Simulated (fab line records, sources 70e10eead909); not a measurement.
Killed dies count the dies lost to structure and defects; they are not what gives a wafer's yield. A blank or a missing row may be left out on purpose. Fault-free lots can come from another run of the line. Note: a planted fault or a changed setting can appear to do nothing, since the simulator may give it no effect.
A lot that was struck, set against a sound lot :: flow nandHarc :: 15 out of 1302 route steps
Sound: the wafers L706.1, L706.3, L706.6. Struck: wafer L714.6 (L714.1, L714.2, from the same lot, were not struck and are left out); the cause is given at the end.
Each step with rows lists, per side, the tool, then ch with its chambers, then its first start. Under that, the readings that differ: sound wafers :: struck wafers :: difference of the means :: sigmas: that difference in standard deviations of wafers without a fault.
alike: same words and numbers on both sides, and readings whose means sit less than 2 such deviations apart. not compared: any withheld reading, any reading some wafer has no value for, any bound like >300 that may hide the same value, and any number with overlapping values for which the record gives no deviation.
Wherever a step has rows on one side only, a row that says differs or no value, or a row with sigmas, the two part there. Numbers that don't overlap but have no deviation are shown without sigmas and don't part them. Lack of a reading on every wafer of one side parts them only where that side has two or more wafers.

first, 3 steps without rows for these wafers: NHARC_THIN_TSV_EXPOSE_09 (exposes mask TSV); NHARC_THIN_TSV_PEB_10 (peb time 85 s); NHARC_THIN_TSV_DEVELOP_11 (time 70 s).
NHARC_THIN_TSV_CD_MEAS_12: target cd 1000 nm.
  sound on cdSem-02 ch 0, day 26 23:41; struck on cdSem-03 ch 0, day 30 16:18
  alike: cdNm
then, 1 step without rows for these wafers: NHARC_THIN_TSV_HARDBAKE_13 (time 80 s).
NHARC_THIN_TSV_DESCUM_14: chemistry O2, time 3 s.
  sound on rieDiel-03 ch 1,2,3, day 26 23:50; struck on rieDiel-07 ch 3, day 30 16:28
  alike: chamberPressureMTorr, drypumpMotorCurrentA, oesProductAu, rfVppV, showerheadPlenumPTorr, throttleValvePct
  not compared: rfHoursCounterH
NHARC_THIN_TSV_ETCH_44: etches the open film in CF4/O2, target depth 1594.2 nm, time 797.1 s.
  sound on rieDiel-03 ch 1,3, day 26 23:56; struck on rieDiel-07 ch 0, day 30 16:37
reading: throttleValvePct (%)
sound: 16.902 16.901 16.901
struck: 16.922
difference: +0.021
sigmas: +2
  alike: chamberPressureMTorr, drypumpMotorCurrentA, oesProductAu, rfFwdPowerW, rfVppV, showerheadPlenumPTorr
  not compared: rfHoursCounterH
then, 1 step without rows for these wafers: NHARC_THIN_TSV_ETCH_15 (target depth 3000 nm, bosch target overetch cycles 2, bosch etch step 2.8 s).
NHARC_THIN_TSV_CD_MEAS_16:
  sound on cdSem-03 at day 27 00:46; struck on cdSem-02 at day 30 17:16
  alike: cdNm
NHARC_THIN_TSV_STRIP_45: strips in O2.
  sound on plasmaAsher-02 ch 0,1, day 27 00:50; struck on plasmaAsher-01 ch 0, day 30 17:20
  alike: drypumpMotorCurrentA, heaterPowerW
  not compared: rfHoursCounterH
then, 1 step without rows for these wafers: NHARC_THIN_TSV_STRIP_46 (strips in post etch residue remover, time 1200 s).
NHARC_THIN_TSV_DEP_47: deposits SiO2, target thk 200 nm.
  sound on pecvd-04 ch 0,2, day 27 01:38; struck on pecvd-01 ch 0, day 30 18:13
  alike: chamberPressureTorr, rfFwdPowerW, throttleValvePct
NHARC_THIN_TSV_ETCHBACK_48: etches the open film in C4F8/Ar, target depth 1028.5 nm, time 405.17 s.
  sound on rieDiel-07 ch 0,1,2, day 27 02:04; struck on rieDiel-07 ch 2, day 30 18:39
reading: overEtchFrac
sound: 0.3 0.3 0.3
struck: 0.15874
difference: -0.14126
sigmas: 
  alike: chamberPressureMTorr, oesProductAu, rfFwdPowerW, rfVppV
  not compared: rfHoursCounterH
NHARC_THIN_TSV_STRIP_62: strips in N2/H2, time 20 s.
  sound on plasmaAsher-01 ch 0,1, day 27 02:25; struck on plasmaAsher-02 ch 0, day 30 18:58
reading: drypumpMotorCurrentA (A)
sound: 6.2 6.2 6.3
struck: 5.4
difference: -0.8
sigmas: -3
  alike: heaterPowerW
  not compared: rfHoursCounterH
NHARC_END_SORT_01:
  sound on prober-02 ch 0, day 27 14:43; struck on prober-02 ch 0, day 31 11:15
reading: killedAtOther
sound: 0 0 0
struck: 3
difference: +3
sigmas: +3
  alike: defectLimitedYield, killedAtArray, killedAtPeriphery, killedDies, killedOpen, killedShort, sort_bin_2_pct, sort_bin_3_pct, sort_bin_4_pct, sortNPass, sortRimYieldPct, sortYieldPct

## WHERE THEY PART
At NHARC_THIN_TSV_ETCH_44 first; at NHARC_END_SORT_01 last (within this record only).

WHY: what had been put in by the simulator
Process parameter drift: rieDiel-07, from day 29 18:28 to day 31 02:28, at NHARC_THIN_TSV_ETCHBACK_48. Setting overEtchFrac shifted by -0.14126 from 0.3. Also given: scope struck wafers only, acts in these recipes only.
